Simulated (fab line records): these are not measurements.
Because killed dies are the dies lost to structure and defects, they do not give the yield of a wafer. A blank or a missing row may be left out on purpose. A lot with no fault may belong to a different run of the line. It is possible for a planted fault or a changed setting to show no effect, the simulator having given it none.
fab line records ; flow nand-harc ; part 1 of 2: steps 1 to 4 of 6
record lots=21; wafers=63; last-day=33
route steps=1302 shown A_CHANNEL_FILL_D2@621 A_STAIRCASE@672
lots that met no fault: from a run of the same line without faults
start-h: the number of hours between the record's first day and the start of the first shown wafer of the lot ; wait-h: hours from the lot's prior step to this one ; " identical to the entry in the row above ; L1.1+2: a row that stands for several wafers ; - value missing, or start not given ; * or withheld: withheld ; < > ~ a bound
route shown NAME@n: names a module that has steps shown in the file, with the first one's number in the route ; usual: the fault-free wafers' mean and standard deviation ; same: alike in all rows ; chamber/n: place in a boat ; sites: readings site by site ; _std_site: how widely they spread, as a standard deviation ; _edge_site: the outer-site mean with the inner-site mean subtracted ; radius-mm: how far each site lies from the wafer's centre ; mask NAME#n: copy n ; behind: the last tool/chamber to shape the wafer ; hold: reason for holding the lot/hours on hold/outcome of the hold ; device: the n, p or np transistor that did not switch ; end of line: the tests these same wafers got at the end of their route ; for a step that has no rows: nothing shown but its recipe ; killed: the dies lost at the first sort to structure and to defects; this is not the yield of the wafer ; map: a wafer's dies, marking killed ones x, the rest . and places with no die _
set.NAME: setting as actually run; set.NAME@STEP: the setting as run at that earlier step ; model.NAME: the simulator's own value behind a step, which no gauge read
route steps across a sampled set of lots; one table per step, one row per wafer
services: from which hour (start-h, from the record's first day; less than 0 if before it) a tool's chamber was out of use, for how many hours, and why
## steps
# step NHARC_A_CHANNEL_FILL_D2_STRIP_28
# recipe time-s=20; o2-flow-sccm=500; ar-flow-sccm=0; bias-w=0; chemistry=O2
# usual drypump-motor-current-A=5.7/0.53; o2-flow-sccm=499.9/1.5; oes-product-au=0.995/0.013; rf-vpp-V=57.6/0.92; showerhead-plenum-p-Torr=3.46/0.11; throttle-valve-pct=17.037/0.0093
lot.wafer;tool;chamber;start-h;wait-h;drypump-motor-current-A;o2-flow-sccm;oes-product-au;rf-hours-counter-h;rf-vpp-V;showerhead-plenum-p-Torr;throttle-valve-pct
L074.3;rie-diel-06;1;319.78;0.1;5.4;499.6;1.007;0;57.3;3.35;17.039
L074.6;rie-diel-06;2;319.78;0.1;5.4;499.4;0.974;-;58.3;3.59;17.016
L074.5;rie-diel-06;3;319.78;0.1;5.4;503.3;0.997;-;56.6;3.36;17.045
L075.1;rie-diel-06;0;328.90;0.1;5.9;497.2;0.983;0;57.4;3.43;17.030
L075.6;rie-diel-06;0;328.90;0.1;5.8;499.6;0.981;-;57.5;3.43;17.021
L075.5;rie-diel-06;1;328.90;0.1;5.4;500.5;1.003;-;56.2;3.35;17.041
L076.1;rie-diel-02;1;341.22;0.1;6.6;499.5;0.996;3;57.5;3.63;17.033
L076.3;rie-diel-02;2;341.22;0.1;4.9;499.6;1.004;4;57.3;3.46;17.038
L076.6;rie-diel-02;1;341.22;0.1;6.6;497.4;0.989;-;58.3;3.63;17.033
L077.4;rie-diel-06;3;349.94;0.1;5.4;501.4;0.985;1;58.3;3.36;17.031
L077.2;rie-diel-06;1;349.94;0.1;5.4;501.3;1.003;1;55.8;3.35;17.036
L077.6;rie-diel-06;3;349.94;0.1;5.4;500.2;0.997;-;58.1;3.36;17.026
L078.4;rie-diel-02;2;349.97;0.1;4.9;499.9;1.000;4;57.5;3.46;17.036
L078.2;rie-diel-02;3;349.97;0.1;6.3;501.2;1.000;3;57.0;3.30;17.027
L078.6;rie-diel-02;2;349.97;0.1;5.0;498.9;0.987;-;58.9;3.46;17.041
L079.1;rie-diel-08;2;378.01;0.1;6.4;500.8;1.009;0;57.9;3.60;17.034
L079.2;rie-diel-08;3;378.01;0.1;5.6;500.5;1.002;0;56.1;3.33;17.040
L079.6;rie-diel-08;2;378.01;0.1;6.3;500.3;0.994;-;58.2;3.60;17.027
L080.3;rie-diel-08;2;387.26;0.1;6.3;501.2;0.979;2;57.8;3.60;17.026
L080.2;rie-diel-08;1;387.26;0.1;6.1;500.1;1.010;1;58.2;3.55;17.034
L080.5;rie-diel-08;2;387.26;0.1;6.4;499.9;0.975;-;59.4;3.60;17.035
L081.5;rie-diel-02;2;387.29;0.1;4.9;500.3;0.989;-;58.1;3.46;17.029
L081.6;rie-diel-02;0;387.29;0.1;5.2;498.3;0.994;-;58.9;3.37;17.024
L081.4;rie-diel-02;1;387.29;0.1;6.7;498.9;0.987;-;58.0;3.63;17.038
L082.2;rie-diel-02;3;403.24;0.1;6.2;499.3;1.011;0;57.9;3.30;17.035
L082.4;rie-diel-02;0;403.24;0.1;5.2;496.9;0.990;0;58.0;3.37;17.061
L082.6;rie-diel-02;2;403.24;0.1;5.0;501.2;1.001;-;56.4;3.46;17.035
L085.3;rie-diel-06;3;424.74;0.1;5.4;498.8;0.977;3;58.6;3.36;17.024
L085.1;rie-diel-06;0;424.74;0.1;5.8;500.4;0.972;4;57.3;3.43;17.024
L085.6;rie-diel-06;2;424.74;0.1;5.4;501.0;0.971;-;58.0;3.59;17.037
L086.1;rie-diel-06;0;438.09;0.1;5.9;498.6;0.990;4;57.7;3.43;17.043
L086.5;rie-diel-06;2;438.09;0.1;5.4;500.6;0.968;-;59.3;3.59;17.033
L086.6;rie-diel-06;3;438.09;0.1;5.4;496.8;1.002;-;57.5;3.36;17.029
L087.3;rie-diel-06;3;444.82;0.1;5.4;498.3;1.004;4;56.0;3.36;17.028
L087.4;rie-diel-06;0;444.82;0.1;5.9;500.2;0.991;5;57.5;3.43;17.021
L087.1;rie-diel-06;1;444.82;0.1;5.4;501.8;0.999;5;57.4;3.34;17.042
L089.2;rie-diel-08;1;468.22;0.1;6.1;498.8;1.032;15;59.4;3.54;17.051
L089.1;rie-diel-08;2;468.22;0.1;6.4;498.3;1.008;17;58.2;3.59;17.048
L089.3;rie-diel-08;3;468.22;0.1;5.6;499.4;1.005;16;57.0;3.32;17.032
L088.3;rie-diel-02;1;468.22;0.1;6.7;500.5;0.982;2;58.4;3.62;17.049
L088.4;rie-diel-02;2;468.22;0.1;4.9;500.3;1.001;2;58.0;3.46;17.045
L088.6;rie-diel-02;0;468.22;0.1;5.2;500.7;1.008;-;58.4;3.37;17.025
L091.3;rie-diel-02;1;490.06;0.1;6.7;498.8;0.984;3;57.9;3.62;17.046
L091.2;rie-diel-02;3;490.06;0.1;6.3;501.4;1.010;3;57.4;3.30;17.051
L091.1;rie-diel-02;0;490.06;0.1;5.3;500.3;1.010;2;58.1;3.37;17.033
L093.1;rie-diel-06;2;510.31;0.1;5.5;501.0;0.997;0;57.1;3.59;17.025
L093.3;rie-diel-06;0;510.31;0.1;5.9;501.9;0.998;0;56.6;3.43;17.042
L093.5;rie-diel-06;1;510.31;0.1;5.4;498.3;0.991;-;55.7;3.34;17.050
L092.4;rie-diel-02;1;510.32;0.1;6.7;500.7;0.975;4;57.1;3.62;17.044
L092.2;rie-diel-02;2;510.32;0.1;5.0;499.5;0.993;4;57.2;3.46;17.051
L092.6;rie-diel-02;0;510.32;0.1;5.2;500.5;1.000;-;56.9;3.37;17.047
L094.3;rie-diel-02;3;523.11;0.1;6.2;501.0;0.995;4;56.3;3.30;17.038
L094.4;rie-diel-02;2;523.11;0.1;5.0;499.8;0.981;4;56.8;3.46;17.039
L094.5;rie-diel-02;0;523.11;0.1;5.2;498.7;0.988;-;58.1;3.37;17.042
L095.3;rie-diel-06;3;536.85;0.1;5.4;497.8;1.006;1;57.5;3.36;17.028
L095.2;rie-diel-06;1;536.85;0.1;5.4;500.2;0.991;1;57.9;3.34;17.034
L095.6;rie-diel-06;3;536.85;0.1;5.4;497.1;1.006;-;59.5;3.36;17.028
L096.1;rie-diel-08;3;536.86;0.1;5.7;501.8;1.014;30;57.5;3.31;17.050
L096.2;rie-diel-08;0;536.86;0.1;6.0;498.9;0.990;27;57.1;3.55;17.050
L096.4;rie-diel-08;1;536.86;0.1;6.1;499.2;1.032;29;57.7;3.53;17.042
L097.4;rie-diel-06;1;549.67;0.1;5.4;499.8;0.988;1;57.3;3.34;17.030
L097.5;rie-diel-06;0;549.67;0.1;5.8;497.7;0.987;-;57.8;3.43;17.036
L097.6;rie-diel-06;1;549.67;0.1;5.4;499.4;0.986;-;56.0;3.34;17.030
# step NHARC_A_STAIRCASE_TRIM_16
# recipe time-s=211.2; o2-flow-sccm=500; ar-flow-sccm=0; bias-w=0; chemistry=O2
# usual drypump-motor-current-A=5.83/0.26; o2-flow-sccm=500.1/1.7; oes-product-au=1.003/0.015; rf-vpp-V=57.7/0.88; showerhead-plenum-p-Torr=3.49/0.11; throttle-valve-pct=17.035/0.0096
lot.wafer;tool;chamber;start-h;wait-h;drypump-motor-current-A;o2-flow-sccm;oes-product-au;rf-hours-counter-h;rf-vpp-V;showerhead-plenum-p-Torr;throttle-valve-pct
L074.3;rie-diel-12;3;-;-;5.59;499.5;0.980;21;57.9;3.37;17.033
L074.5;rie-diel-12;2;-;-;5.82;496.4;1.006;-;57.8;3.55;17.041
L074.6;rie-diel-12;3;-;-;5.60;499.8;0.988;-;57.3;3.37;17.025
L075.1;rie-diel-12;1;-;-;5.86;499.4;1.001;27;57.3;3.54;17.036
L075.5;rie-diel-12;2;-;-;5.80;502.1;0.989;-;59.2;3.54;17.042
L075.6;rie-diel-12;3;-;-;5.59;502.6;0.981;-;56.3;3.37;17.024
L076.1;rie-diel-05;1;-;-;6.08;503.6;1.013;48;58.1;3.33;17.043
L076.3;rie-diel-05;3;-;-;5.80;500.7;0.997;42;56.9;3.42;17.031
L076.6;rie-diel-05;1;-;-;6.07;503.4;1.011;-;56.5;3.33;17.038
L078.2;rie-diel-04;2;-;-;6.22;500.6;1.001;6;58.1;3.71;17.038
L078.4;rie-diel-04;3;-;-;5.56;498.2;1.011;6;58.5;3.48;17.040
L078.6;rie-diel-04;2;-;-;6.26;499.8;1.003;-;57.6;3.71;17.038
L077.4;rie-diel-05;2;-;-;6.07;499.6;1.017;48;57.4;3.50;17.026
L077.2;rie-diel-05;3;-;-;5.78;498.7;0.992;47;58.2;3.42;17.021
L077.6;rie-diel-05;0;-;-;5.41;500.0;0.976;-;55.9;3.45;17.028
L079.1;rie-diel-05;1;-;-;6.08;500.2;1.006;58;57.5;3.32;17.035
L079.2;rie-diel-05;2;-;-;6.08;498.8;1.013;55;56.8;3.50;17.052
L079.6;rie-diel-05;1;-;-;6.07;499.1;0.995;-;56.7;3.32;17.038
L081.4;rie-diel-04;1;-;-;5.60;499.8;0.981;15;57.6;3.61;17.023
L081.6;rie-diel-04;3;-;-;5.56;498.5;1.018;-;58.4;3.47;17.010
L081.5;rie-diel-04;0;-;-;5.96;502.1;1.028;-;57.5;3.55;17.033
L080.3;rie-diel-04;0;-;-;5.94;499.1;1.023;14;58.2;3.55;17.038
L080.2;rie-diel-04;2;-;-;6.25;500.7;1.012;19;57.0;3.70;17.025
L080.5;rie-diel-04;0;-;-;5.93;499.4;1.018;-;57.6;3.55;17.027
L082.2;rie-diel-05;3;-;-;5.80;496.6;0.993;5;56.6;3.41;17.043
L082.4;rie-diel-05;0;-;-;5.42;501.0;0.991;5;58.1;3.44;17.027
L082.6;rie-diel-05;2;-;-;6.09;502.3;0.998;-;57.7;3.49;17.025
L085.1;rie-diel-12;3;-;-;5.60;499.2;0.982;0;56.6;3.35;17.046
L085.3;rie-diel-12;2;-;-;5.81;499.8;0.983;0;58.0;3.52;17.030
L085.6;rie-diel-12;0;-;-;5.87;502.6;1.005;-;57.6;3.40;17.041
L086.1;rie-diel-04;3;-;-;5.51;499.5;1.007;36;56.3;3.46;17.031
L086.5;rie-diel-04;3;-;-;5.55;499.3;1.007;-;57.8;3.46;17.039
L086.6;rie-diel-04;0;-;-;5.94;498.8;1.002;-;58.0;3.54;17.022
L087.4;rie-diel-12;1;-;-;5.83;498.8;1.033;5;56.9;3.52;17.023
L087.3;rie-diel-12;2;-;-;5.80;499.5;0.982;6;57.9;3.52;17.015
L087.1;rie-diel-12;0;-;-;5.84;499.6;1.012;5;57.3;3.40;17.033
L089.2;rie-diel-04;2;-;-;6.31;498.1;1.004;39;58.0;3.69;17.055
L089.1;rie-diel-04;3;-;-;5.57;501.5;1.020;42;58.6;3.46;17.032
L089.3;rie-diel-04;0;-;-;5.97;495.2;1.031;37;58.7;3.54;17.027
L088.3;rie-diel-04;0;-;-;5.95;499.8;1.024;38;57.2;3.54;17.039
L088.4;rie-diel-04;1;-;-;5.61;499.5;1.000;35;56.7;3.60;17.032
L088.6;rie-diel-04;2;-;-;6.24;496.9;1.010;-;57.8;3.69;17.040
L091.2;rie-diel-04;2;-;-;6.28;501.1;0.993;44;59.2;3.68;17.047
L091.3;rie-diel-04;3;-;-;5.54;497.5;1.011;47;58.0;3.46;17.045
L091.1;rie-diel-04;1;-;-;5.60;499.5;0.995;40;58.1;3.60;17.043
L093.3;rie-diel-12;2;-;-;5.79;501.7;0.965;27;58.4;3.51;17.034
L093.1;rie-diel-12;1;-;-;5.81;500.0;1.011;27;57.5;3.51;17.022
L093.5;rie-diel-12;3;-;-;5.59;500.4;0.972;-;56.5;3.34;17.051
L092.2;rie-diel-05;1;-;-;6.10;499.1;0.999;48;57.4;3.30;17.030
L092.4;rie-diel-05;0;-;-;5.39;500.4;0.977;43;58.6;3.42;17.038
L092.6;rie-diel-05;1;-;-;6.09;499.8;1.010;-;57.7;3.30;17.045
L094.4;rie-diel-04;1;-;-;5.60;498.4;1.000;4;59.8;3.59;17.044
L094.3;rie-diel-04;3;-;-;5.51;501.1;1.006;4;58.3;3.45;17.020
L094.5;rie-diel-04;1;-;-;5.58;499.7;0.994;-;59.1;3.59;17.045
L095.3;rie-diel-05;0;-;-;5.41;500.7;0.974;49;58.1;3.42;17.032
L095.2;rie-diel-05;1;-;-;6.08;498.3;1.005;54;56.8;3.30;17.042
L095.6;rie-diel-05;2;-;-;6.09;499.4;1.009;-;58.6;3.47;17.046
L096.1;rie-diel-05;3;-;-;5.75;501.2;1.008;53;56.9;3.39;17.051
L096.2;rie-diel-05;0;-;-;5.42;503.2;0.989;49;56.5;3.42;17.032
L096.4;rie-diel-05;1;-;-;6.06;500.6;1.008;54;58.8;3.30;17.029
L097.4;rie-diel-04;2;-;-;6.27;501.0;1.034;11;57.6;3.68;17.032
L097.5;rie-diel-04;2;-;-;6.25;502.2;1.031;-;58.3;3.68;17.030
L097.6;rie-diel-04;3;-;-;5.55;501.8;1.017;-;58.3;3.45;17.048
# step NHARC_A_STAIRCASE_ETCH_25
# recipe target-depth-a=1000; time-s=40.5; ion-energy-ev=400; c4f8-flow-sccm=20; o2-flow-sccm=10; ar-flow-sccm=withheld; rf-w=600; bias-w=1000; chemistry=C4F8/O2
# usual oes-product-au=0.946/0.017; rf-vpp-V=894/4
lot.wafer;tool;chamber;start-h;wait-h;oes-product-au;rf-hours-counter-h;rf-vpp-V
L074.3;rie-diel-04;0;-;-;0.965;30;897
L074.6;rie-diel-04;1;-;-;0.945;-;899
L074.5;rie-diel-04;2;-;-;0.950;-;902
L075.1;rie-diel-12;3;-;-;0.927;25;890
L075.5;rie-diel-12;3;-;-;0.926;-;890
L075.6;rie-diel-12;0;-;-;0.945;-;892
L076.3;rie-diel-05;2;-;-;0.950;44;896
L076.1;rie-diel-05;0;-;-;0.927;51;893
L076.6;rie-diel-05;3;-;-;0.915;-;892
L078.4;rie-diel-04;2;-;-;0.943;7;902
L078.2;rie-diel-04;3;-;-;0.952;7;894
L078.6;rie-diel-04;2;-;-;0.945;-;902
L077.4;rie-diel-05;3;-;-;0.936;47;891
L077.2;rie-diel-05;1;-;-;0.956;53;889
L077.6;rie-diel-05;3;-;-;0.940;-;893
L079.1;rie-diel-04;1;-;-;0.942;12;900
L079.2;rie-diel-04;2;-;-;0.965;16;902
L079.6;rie-diel-04;0;-;-;0.964;-;896
L081.4;rie-diel-05;2;-;-;0.950;0;894
L081.5;rie-diel-05;1;-;-;0.959;-;888
L081.6;rie-diel-05;2;-;-;0.959;-;894
L080.2;rie-diel-04;0;-;-;0.958;15;896
L080.3;rie-diel-04;1;-;-;0.927;16;899
L080.5;rie-diel-04;3;-;-;0.962;-;895
L082.2;rie-diel-05;3;-;-;0.942;5;892
L082.4;rie-diel-05;1;-;-;0.954;7;888
L082.6;rie-diel-05;3;-;-;0.947;-;892
L085.1;rie-diel-05;0;-;-;0.942;17;893
L085.3;rie-diel-05;3;-;-;0.940;16;891
L085.6;rie-diel-05;0;-;-;0.931;-;893
L086.1;rie-diel-04;0;-;-;0.963;32;897
L086.6;rie-diel-04;3;-;-;0.942;-;894
L086.5;rie-diel-04;0;-;-;0.958;-;896
L087.1;rie-diel-12;1;-;-;0.965;6;896
L087.4;rie-diel-12;3;-;-;0.908;6;889
L087.3;rie-diel-12;0;-;-;0.937;6;892
L089.1;rie-diel-12;0;-;-;0.955;13;890
L089.3;rie-diel-12;1;-;-;0.985;14;895
L089.2;rie-diel-12;3;-;-;0.915;12;889
L088.3;rie-diel-04;1;-;-;0.945;35;900
L088.4;rie-diel-04;2;-;-;0.945;40;902
L088.6;rie-diel-04;1;-;-;0.943;-;899
L091.1;rie-diel-12;3;-;-;0.921;18;890
L091.3;rie-diel-12;1;-;-;0.966;21;894
L091.2;rie-diel-12;2;-;-;0.913;20;897
L093.1;rie-diel-12;3;-;-;0.897;24;887
L093.3;rie-diel-12;0;-;-;0.951;26;891
L093.5;rie-diel-12;2;-;-;0.916;-;895
L092.2;rie-diel-05;0;-;-;0.923;45;892
L092.4;rie-diel-05;2;-;-;0.934;51;894
L092.6;rie-diel-05;0;-;-;0.922;-;893
L094.4;rie-diel-04;0;-;-;0.963;5;895
L094.3;rie-diel-04;2;-;-;0.969;4;901
L094.5;rie-diel-04;0;-;-;0.979;-;895
L095.3;rie-diel-05;2;-;-;0.947;56;893
L095.2;rie-diel-05;3;-;-;0.960;54;892
L095.6;rie-diel-05;2;-;-;0.948;-;894
L096.4;rie-diel-05;1;-;-;0.940;55;888
L096.1;rie-diel-05;2;-;-;0.955;57;894
L096.2;rie-diel-05;3;-;-;0.955;54;890
L097.4;rie-diel-05;3;-;-;0.973;59;891
L097.5;rie-diel-05;1;-;-;0.949;-;887
L097.6;rie-diel-05;2;-;-;0.958;-;896
# step NHARC_A_STAIRCASE_TRIM_220
# recipe time-s=211.2; o2-flow-sccm=500; ar-flow-sccm=0; bias-w=0; chemistry=O2
# usual drypump-motor-current-A=5.81/0.24; o2-flow-sccm=499.7/1.4; oes-product-au=1.002/0.016; rf-vpp-V=57.7/0.87; showerhead-plenum-p-Torr=3.48/0.099; throttle-valve-pct=17.037/0.0089
lot.wafer;tool;chamber;start-h;wait-h;drypump-motor-current-A;o2-flow-sccm;oes-product-au;rf-hours-counter-h;rf-vpp-V;showerhead-plenum-p-Torr;throttle-valve-pct
L074.3;rie-diel-12;3;354.44;0.1;5.61;500.7;0.975;23;57.7;3.37;17.047
L074.6;rie-diel-12;0;354.44;0.1;5.87;499.8;1.010;-;57.4;3.42;17.047
L074.5;rie-diel-12;1;354.44;0.1;5.82;499.5;1.001;-;57.3;3.54;17.041
L075.1;rie-diel-05;3;364.60;0.6;5.77;499.5;0.989;40;57.7;3.42;17.029
L075.6;rie-diel-05;1;364.60;0.6;6.09;502.4;1.010;-;57.3;3.33;17.046
L075.5;rie-diel-05;2;364.60;0.6;6.12;502.4;1.022;-;56.1;3.50;17.043
L076.3;rie-diel-05;3;377.04;0.1;5.78;498.6;0.986;46;57.5;3.42;17.027
L076.1;rie-diel-05;0;377.04;0.1;5.42;502.2;0.966;52;56.9;3.45;17.045
L076.6;rie-diel-05;1;377.04;0.1;6.06;499.8;1.013;-;58.3;3.33;17.044
L078.2;rie-diel-05;0;384.70;0.1;5.41;499.4;0.969;55;56.3;3.45;17.044
L078.4;rie-diel-05;1;384.70;0.1;6.04;498.3;1.019;54;56.8;3.33;17.041
L078.6;rie-diel-05;1;384.70;0.1;6.05;499.8;1.004;-;56.8;3.33;17.048
L077.4;rie-diel-05;0;385.28;0.2;5.43;498.6;0.965;55;57.4;3.45;17.063
L077.2;rie-diel-05;2;385.28;0.2;6.15;500.7;1.012;49;57.0;3.50;17.034
L077.6;rie-diel-05;0;385.28;0.2;5.41;497.9;0.974;-;57.1;3.45;17.036
L079.2;rie-diel-04;1;412.51;0.1;5.59;502.6;0.993;14;59.7;3.61;17.030
L079.1;rie-diel-04;3;412.51;0.1;5.54;500.8;1.019;17;58.3;3.47;17.037
L079.6;rie-diel-04;2;412.51;0.1;6.28;497.1;1.023;-;58.0;3.70;17.034
L081.4;rie-diel-04;3;422.91;0.1;5.57;498.3;1.026;20;56.8;3.47;17.018
L081.6;rie-diel-04;0;422.91;0.1;5.96;501.3;1.020;-;56.6;3.55;17.040
L081.5;rie-diel-04;1;422.91;0.1;5.57;501.1;0.995;-;58.6;3.61;17.043
L080.2;rie-diel-12;1;428.54;0.1;5.83;498.0;1.008;54;58.1;3.53;17.045
L080.3;rie-diel-12;2;428.54;0.1;5.77;500.2;1.015;47;57.7;3.53;17.044
L080.5;rie-diel-12;3;428.54;0.1;5.61;502.0;0.990;-;57.6;3.36;17.030
L082.2;rie-diel-05;2;439.06;0.1;6.11;501.1;0.997;8;58.6;3.49;17.034
L082.4;rie-diel-05;2;439.06;0.1;6.07;499.2;0.993;-;57.6;3.49;17.021
L082.6;rie-diel-05;3;439.06;0.1;5.76;498.0;1.003;-;57.2;3.41;17.037
L085.3;rie-diel-12;1;464.65;0.1;5.83;501.3;1.006;2;57.4;3.53;17.026
L085.1;rie-diel-12;2;464.65;0.1;5.80;499.3;0.986;3;57.2;3.52;17.026
L085.6;rie-diel-12;0;464.65;0.1;5.88;500.0;0.996;-;57.0;3.40;17.061
L086.1;rie-diel-04;1;475.30;0.1;5.60;499.0;0.990;30;58.8;3.60;17.051
L086.6;rie-diel-04;0;475.30;0.1;5.95;497.9;1.005;-;59.0;3.54;17.041
L086.5;rie-diel-04;1;475.30;0.1;5.61;499.3;1.001;-;57.9;3.60;17.038
L087.1;rie-diel-12;1;480.43;0.1;5.83;499.4;1.029;7;58.4;3.52;17.047
L087.4;rie-diel-12;2;480.43;0.1;5.79;501.2;0.989;8;56.7;3.52;17.036
L087.3;rie-diel-12;3;480.43;0.1;5.61;497.6;0.979;7;56.9;3.35;17.043
L089.2;rie-diel-12;2;502.75;0.1;5.84;502.0;0.983;15;58.2;3.52;17.038
L089.1;rie-diel-12;3;502.75;0.1;5.60;498.1;0.973;14;56.2;3.35;17.021
L089.3;rie-diel-12;0;502.75;0.1;5.87;502.8;1.006;15;56.6;3.39;17.036
L088.4;rie-diel-05;0;502.97;0.1;5.42;499.5;0.980;30;57.2;3.43;17.051
L088.3;rie-diel-05;1;502.97;0.1;6.07;500.1;1.005;33;56.3;3.31;17.033
L088.6;rie-diel-05;0;502.97;0.1;5.43;500.2;0.993;-;57.2;3.43;17.043
L091.3;rie-diel-05;3;526.00;0.1;5.78;500.0;0.986;40;56.4;3.39;17.043
L091.1;rie-diel-05;1;526.00;0.1;6.09;499.5;1.003;42;57.9;3.30;17.046
L091.2;rie-diel-05;2;526.00;0.1;6.12;501.8;1.006;42;58.5;3.47;17.044
L093.1;rie-diel-04;3;547.16;0.1;5.51;498.1;1.025;3;57.7;3.45;17.035
L093.3;rie-diel-04;0;547.16;0.1;5.93;501.3;1.016;3;59.0;3.53;17.029
L093.5;rie-diel-04;2;547.16;0.1;6.28;498.2;1.028;-;58.2;3.68;17.024
L092.2;rie-diel-04;1;549.01;0.1;5.58;498.3;1.006;3;58.2;3.59;17.050
L092.4;rie-diel-04;3;549.01;0.1;5.53;498.9;1.019;3;57.6;3.45;17.046
L092.6;rie-diel-04;1;549.01;0.1;5.56;498.3;1.009;-;57.4;3.59;17.043
L094.3;rie-diel-04;0;557.50;0.1;5.98;498.6;1.012;5;57.9;3.53;17.046
L094.4;rie-diel-04;2;557.50;0.1;6.21;500.0;1.023;4;57.9;3.68;17.028
L094.5;rie-diel-04;3;557.50;0.1;5.53;497.2;1.008;-;56.9;3.45;17.034
L095.3;rie-diel-05;1;572.54;0.2;6.07;499.7;1.007;58;57.0;3.29;17.047
L095.2;rie-diel-05;2;572.54;0.2;6.09;500.4;1.016;59;58.5;3.46;17.022
L095.6;rie-diel-05;3;572.54;0.2;5.77;500.1;1.018;-;57.6;3.38;17.046
L096.2;rie-diel-12;1;572.70;0.1;5.83;501.6;1.012;42;56.6;3.50;17.043
L096.4;rie-diel-12;2;572.70;0.1;5.79;499.1;0.975;40;56.9;3.50;17.033
L096.1;rie-diel-12;3;572.70;0.1;5.61;500.7;0.968;33;57.2;3.34;17.052
L097.4;rie-diel-12;3;584.78;0.1;5.60;500.0;0.970;-;56.5;3.33;17.043
L097.6;rie-diel-12;1;584.78;0.1;5.83;498.7;1.017;-;57.6;3.50;17.032
L097.5;rie-diel-12;2;584.78;0.1;5.81;500.0;0.974;-;57.4;3.50;17.046
